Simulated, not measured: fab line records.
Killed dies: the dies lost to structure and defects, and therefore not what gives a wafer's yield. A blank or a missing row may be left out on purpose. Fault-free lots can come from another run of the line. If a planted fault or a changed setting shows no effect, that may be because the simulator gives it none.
Which of the tools did it? -- flow n5-finfet -- 8 lots with 24 wafers sampled at 5 steps, on a route of 1938 steps

WHAT THE GAUGES READ, wafer by wafer
N5_BEOL_M4_RC_MEAS_101. Usual: DIBL_N 36.4 mV/V, standard deviation 1.4; DIBL_P 36.3 mV/V, standard deviation 1.5; IOFF_N 0.162 nA/um, standard deviation 0.023; IOFF_P 0.211 nA/um, standard deviation 0.027; ION_N 676 uA/um, standard deviation 9.7; ION_P 463 uA/um, standard deviation 6.4; SS_N 71.5 mV/dec, standard deviation 0.5; SS_P 73.3 mV/dec, standard deviation 0.6; VT_N 249.3 mV, standard deviation 2.5; VT_P -249.9 mV, standard deviation 2.8.
lot,measured,on,DIBL_N (mV/V),DIBL_P (mV/V),IOFF_N (nA/um),IOFF_P (nA/um),ION_N (uA/um),ION_P (uA/um),SS_N (mV/dec),SS_P (mV/dec),VT_N (mV),VT_P (mV),flag
L916,day 8 05:42,prober-02,36.4 37.6 36.8,35.9 36.8 35.5,0.157 0.184 0.168,0.212 0.222 0.214,680 685 683,470 468 468,70.9 71.6 71.6,73.2 73.4 72.8,248.7 247.1 247.9,-249.4 -247.8 -248.2,
L921,day 9 20:55,prober-01,33.7 36.4 37.4,33.6 36.3 38.2,0.121 0.162 0.174,0.176 0.223 0.237,664 671 670,462 461 458,70.7 70.9 71.6,72.0 72.7 73.3,253.4 249.2 249.3,-253.6 -250.1 -247.8,
L926,day 10 21:04,prober-02,37.0 37.2 37.8,36.7 38.1 37.9,0.177 0.190 0.192,0.185 0.202 0.205,682 687 686,456 458 459,71.9 71.6 71.6,73.0 74.1 73.4,247.8 247.5 244.2,-255.2 -252.1 -253.5,
L930,day 12 08:04,prober-02,36.4 38.5 36.7,35.6 38.1 36.1,0.141 0.177 0.150,0.203 0.247 0.213,683 692 676,470 472 467,71.8 71.7 72.1,73.0 73.6 72.8,250.3 246.2 248.3,-251.5 -246.2 -247.7,
L932,day 12 05:59,prober-02,40.7 37.8 38.3,39.0 36.8 36.3,0.230 0.179 0.175,0.267 0.214 0.209,675 682 669,460 466 454,72.9 71.9 72.8,74.4 74.1 73.3,247.4 247.4 249.5,-248.4 -249.9 -248.8,
L933,day 13 04:40,prober-02,35.7 36.4 36.1,35.6 37.2 36.2,0.161 0.173 0.163,0.188 0.212 0.193,681 675 689,458 457 462,72.2 71.8 71.4,73.8 74.8 73.2,249.8 248.5 250.0,-252.5 -249.4 -252.2,
L936,day 13 08:16,prober-01,36.9 40.8 38.4,36.1 42.2 38.3,0.163 0.254 0.188,0.192 0.309 0.240,676 706 699,459 473 472,71.7 72.2 71.9,73.5 75.0 74.3,249.4 244.1 248.1,-251.9 -243.8 -250.8,
L937,day 13 09:50,prober-02,34.1 37.0 35.6,32.7 36.4 35.0,0.122 0.164 0.149,0.172 0.225 0.198,674 673 691,465 463 470,70.9 71.6 71.2,72.6 73.3 73.7,252.4 248.5 247.3,-251.9 -248.6 -248.5,

EACH LOT AND THE TOOL THAT RAN IT (in order: tool; ch and the chambers of the sampled wafers; start)
lot,N5_BEOL_M2_ETCH_74,N5_BEOL_M2_ETCH_64,N5_BEOL_M2_STRIP_19,N5_BEOL_M2_COAT_76
L916,"rie-diel-02 ch 1,2,3, day 6 16:43","rie-diel-02 ch 1,2,3, day 6 16:46","rie-diel-02 ch 0,2, day 6 17:03","litho-track-02 ch 0, day 6 17:10"
L921,"rie-diel-04 ch 2,3, day 8 12:06","rie-diel-04 ch 2,3, day 8 12:09","rie-diel-02 ch 0,2,3, day 8 12:26","litho-track-02 ch 0, day 8 12:32"
L926,"rie-diel-04 ch 0,3, day 9 16:10","rie-diel-04 ch 0,3, day 9 16:12","rie-diel-06 ch 0,1,2, day 9 16:29","litho-track-02 ch 0, day 9 16:36"
L930,"rie-diel-06 ch 0,2,3, day 10 22:02","rie-diel-06 ch 0,2,3, day 10 22:05","rie-diel-04 ch 0,3, day 10 22:24","litho-track-02 ch 0, day 10 22:31"
L932,"rie-diel-06 ch 0,2, day 11 01:04","rie-diel-06 ch 0,2, day 11 01:06","rie-diel-06 ch 0,1,2, day 11 01:35","litho-track-02 ch 0, day 11 01:42"
L933,"rie-diel-06 ch 0,3, day 11 20:35","rie-diel-06 ch 0,3, day 11 20:38","rie-diel-06 ch 0,3, day 11 20:55","litho-track-05 ch 0, day 11 21:02"
L936,"rie-diel-04 ch 0,1,2, day 12 04:16","rie-diel-04 ch 0,1,2, day 12 04:18","rie-diel-06 ch 0,1,3, day 12 04:35","litho-track-03 ch 0, day 12 04:42"
L937,"rie-diel-04 ch 0,1,2, day 12 05:38","rie-diel-04 ch 0,1,2, day 12 05:41","rie-diel-02 ch 1,2,3, day 12 06:14","litho-track-03 ch 0, day 12 06:21"
- N5_BEOL_M2_ETCH_74: etches underlayer in N2/H2, target depth 6.5 nm, time 5.2 s.
- N5_BEOL_M2_ETCH_64: etches SOC in N2/H2, target depth 75 nm, overetch 22.5 nm, time 121.9 s.
- N5_BEOL_M2_STRIP_19: strips in O2.
- N5_BEOL_M2_COAT_76: time 60 s, resist thk 5 nm.

WHAT THE TOOLS THEMSELVES READ (means of the sampled wafers that have a number; where no wafer has one, the mark that the record gives instead)
N5_BEOL_M2_ETCH_74. Usual: drypump-motor-current-A 5.6 A, standard deviation 0.49; etch-rf-on-time-s 5.16 s, standard deviation 0.096; n2-flow-sccm 199.9 sccm, standard deviation 0.66; oes-product-au 0.70 a.u., standard deviation 0.074; rf-fwd-power-W 819.5 W, standard deviation 2.8; rf-vpp-V 524.1 V, standard deviation 2.1; showerhead-plenum-p-Torr 2.55 Torr, standard deviation 0.062; throttle-valve-pct 17.79 %, standard deviation 0.24.
lot,tool,drypump-motor-current-A (A),etch-rf-on-time-s (s),n2-flow-sccm (sccm),oes-product-au (a.u.),rf-fwd-power-W (W),rf-vpp-V (V),showerhead-plenum-p-Torr (Torr),throttle-valve-pct (%),flag
L916,rie-diel-02,5.8,5.16,199.6,0.77,818.9,525.3,2.59,17.78,
L921,rie-diel-04,5.3,5.03,199.5,0.74,820.4,523.9,2.57,17.67,
L926,rie-diel-04,6.0,5.14,199.7,0.69,822.0,523.9,2.57,17.52,
L930,rie-diel-06,5.6,5.24,200.7,0.63,818.1,522.0,2.50,17.96,
L932,rie-diel-06,6.0,5.20,199.8,0.66,818.7,523.6,2.48,17.86,
L933,rie-diel-06,5.3,5.12,200.6,0.79,819.6,522.0,2.51,17.80,
L936,rie-diel-04,5.6,5.10,200.5,0.67,820.7,524.3,2.55,17.69,
L937,rie-diel-04,5.6,5.10,199.5,0.67,817.9,523.4,2.55,17.69,

N5_BEOL_M2_ETCH_64. Usual: drypump-motor-current-A is 5.6 A with standard deviation 0.49, n2-flow-sccm is 199.9 sccm with standard deviation 0.55, oes-product-au is 0.62 a.u. with standard deviation 0.064, rf-fwd-power-W is 836.6 W with standard deviation 2.8, rf-vpp-V is 524.1 V with standard deviation 1.9, showerhead-plenum-p-Torr is 2.55 Torr with standard deviation 0.062, and throttle-valve-pct is 17.74 % with standard deviation 0.25.
lot,tool,drypump-motor-current-A (A),n2-flow-sccm (sccm),oes-product-au (a.u.),rf-fwd-power-W (W),rf-vpp-V (V),showerhead-plenum-p-Torr (Torr),throttle-valve-pct (%),flag
L916,rie-diel-02,5.9,200.1,0.68,835.8,524.5,2.59,17.74,
L921,rie-diel-04,5.3,200.1,0.65,837.3,525.0,2.57,17.61,
L926,rie-diel-04,6.0,199.3,0.61,833.8,525.0,2.57,17.48,
L930,rie-diel-06,5.6,199.9,0.56,836.3,521.7,2.50,17.93,
L932,rie-diel-06,6.0,199.7,0.59,838.5,522.3,2.48,17.81,
L933,rie-diel-06,5.3,199.1,0.69,837.1,522.4,2.51,17.76,
L936,rie-diel-04,5.7,199.4,0.59,833.6,523.4,2.55,17.65,
L937,rie-diel-04,5.7,199.5,0.59,834.2,523.5,2.55,17.64,

N5_BEOL_M2_STRIP_19. Usual: drypump-motor-current-A 5.6 A, standard deviation 0.55; oes-product-au 0.82 a.u., standard deviation 0.09; rf-vpp-V 3.7 V, standard deviation 0.49; showerhead-plenum-p-Torr 2.10 Torr, standard deviation 0.064; throttle-valve-pct 16.61 %, standard deviation 0.18.
lot,tool,drypump-motor-current-A (A),oes-product-au (a.u.),rf-vpp-V (V),showerhead-plenum-p-Torr (Torr),throttle-valve-pct (%),flag
L916,rie-diel-02,4.9,0.76,3.5,2.07,16.82,
L921,rie-diel-02,5.3,0.88,3.6,2.19,16.57,
L926,rie-diel-06,5.7,0.82,3.7,2.08,16.63,
L930,rie-diel-04,6.0,0.80,3.6,2.11,16.38,
L932,rie-diel-06,5.7,0.80,3.6,2.08,16.64,
L933,rie-diel-06,5.3,0.91,4.2,2.06,16.52,
L936,rie-diel-06,5.4,0.85,4.2,2.08,16.61,
L937,rie-diel-02,5.8,0.83,3.9,2.12,16.61,

N5_BEOL_M2_COAT_76. Usual: heater-power-total-W 391.7 W, standard deviation 1.2; plate-temp-C 205.00 C, standard deviation 0.13.
lot,tool,heater-power-total-W (W),plate-temp-C (C),flag
L916,litho-track-02,391.6,205.16,
L921,litho-track-02,390.8,205.07,
L926,litho-track-02,392.0,204.95,
L930,litho-track-02,349.0,188.03,OFF
L932,litho-track-02,350.9,188.05,OFF
L933,litho-track-05,393.0,204.86,
L936,litho-track-03,392.0,204.90,
L937,litho-track-03,392.6,205.05,

THE ANSWER, worked out from the rows above alone
Rule: a lot is off if the mean of its wafers that have a number lies more than 3 standard deviations from the usual mean. A lot without any number at a reading at which 4 lots or more have one is off too. Where the step has rows for the other lots, those lots are counted as sound. Order of review: gauges by route order, followed by the tools' own readings, for which a lot's mean as printed above is used. At the first step where some lot is off, the reading lying furthest off is the one used; lots without a number count as furthest.
Off: L930, L932, at N5_BEOL_M2_COAT_76 (plate-temp-C).
If a tool, at that step or one of the process steps before it, ran each lot that is off and ran no sound lot following the first of them, it fits. One fits: N5_BEOL_M2_COAT_76 on litho-track-02. A fault onset in the window from L926 (day 9 16:36, its last sound lot) to L930 (day 10 22:31, its first lot off) fits.
The tool's own readings at N5_BEOL_M2_COAT_76 bear it out: on the lots that are off they differ by more than 5 times the standard deviation of the sound lots' means. heater-power-total-W reads 349.9 W there against 392.0 W on the sound lots; plate-temp-C reads 188.04 C there against 205.00 C on the sound lots.

WHAT THE SIMULATOR HAD PUT IN
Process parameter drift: litho-track-02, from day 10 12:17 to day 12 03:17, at N5_BEOL_M2_COAT_76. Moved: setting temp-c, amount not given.
Shown lots that were struck: L932, L930. The rule given above showed the same thing.
